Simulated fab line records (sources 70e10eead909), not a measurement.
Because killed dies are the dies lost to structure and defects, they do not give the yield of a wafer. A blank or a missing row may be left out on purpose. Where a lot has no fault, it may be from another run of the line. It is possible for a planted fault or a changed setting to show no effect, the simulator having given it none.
Chamber matching | flow nand harc | 4 sister chambers for NHARC_A_M0_CMP_23 on cmp-04
The step polishes, t overpolish 20 s, target thk 113.75 nm. 14 wafers are shown with their chamber, then 7 later ones without.

WAFERS WITH THEIR CHAMBER
wafer  | chamber | motor current A (A) | edge zone pressure frac | slurry filter dp kPa (kPa)
L321.1 | 1       | 12.8                | 0.999                   | 13.50
L321.2 | 2       | 13.9                | 0.996                   | 13.59
L321.3 | 0       | 13.8                | 0.999                   | 13.34
L323.1 | 0       | 13.6                | 0.993                   | 13.36
L323.2 | 2       | 13.6                | 0.996                   | 13.58
L323.4 | 3       | 13.2                | 1.006                   | 13.62
L334.3 | 1       | 12.7                | 1.001                   | 13.58
L334.4 | 0       | 13.3                | 0.998                   | 13.75
L334.6 | 3       | 13.1                | 0.990                   | 13.58
L335.3 | 0       | 13.4                | 0.994                   | 13.57
L335.4 | 2       | 13.1                | 1.007                   | 13.70
L335.6 | 3       | 13.1                | 1.002                   | 13.28
L336.2 | 2       | 14.0                | 1.002                   | 13.50
L336.4 | 1       | 13.0                | 1.004                   | 13.42

SIGNATURES (averages over the wafers above)
reading                 | chamber 0 | chamber 1 | chamber 2 | chamber 3 | scatter within a chamber
motor current A         | 13.525    | 12.833    | 13.650    | 13.133    | 0.263
edge zone pressure frac | 0.99600   | 1.00133   | 1.00025   | 0.99933   | 0.00512
slurry filter dp kPa    | 13.5050   | 13.5000   | 13.5925   | 13.4933   | 0.147
Rule: for each reading, subtract the chamber's mean from the wafer's reading, divide by that reading's scatter and square the result; add these up over the readings and take the root, which gives the wafer's distance from the chamber. If the next closest chamber is less than 2 further off than the closest, the wafer can't be placed; otherwise it belongs to the closest. The scatter: take each reading less its chamber's mean, square it, sum over the shown wafers, divide by the number of wafers less the number of chambers, and take the root.

WAFERS WITHOUT THEIR CHAMBER
wafer  | motor current A (A) | edge zone pressure frac | slurry filter dp kPa (kPa)
L336.6 | 13.6                | 0.992                   | 13.44
L339.2 | 13.2                | 0.997                   | 13.54
L339.4 | 12.3                | 1.002                   | 13.61
L339.6 | 12.8                | 0.997                   | 13.55
L341.2 | 13.6                | 1.009                   | 13.14
L341.4 | 13.5                | 0.993                   | 13.48
L341.6 | 12.9                | 1.001                   | 13.50

WHICH CHAMBER EACH WENT THROUGH
wafer  | from the rows above               | in truth
L336.6 | can't be placed: 0 or 2 or 3      | 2
L339.2 | can't be placed: 3 or 0 or 1 or 2 | 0
L339.4 | can't be placed: 1 or 3           | 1
L339.6 | can't be placed: 1 or 3 or 0      | 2
L341.2 | can't be placed: 2 or 3 or 0 or 1 | 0
L341.4 | can't be placed: 0 or 2 or 3      | 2
L341.6 | can't be placed: 1 or 3           | 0
Correctly placed: 0 of 7. From these rows, 7 cannot be placed; in 5 the true chamber is one of the candidates. Number placed wrongly: 0.
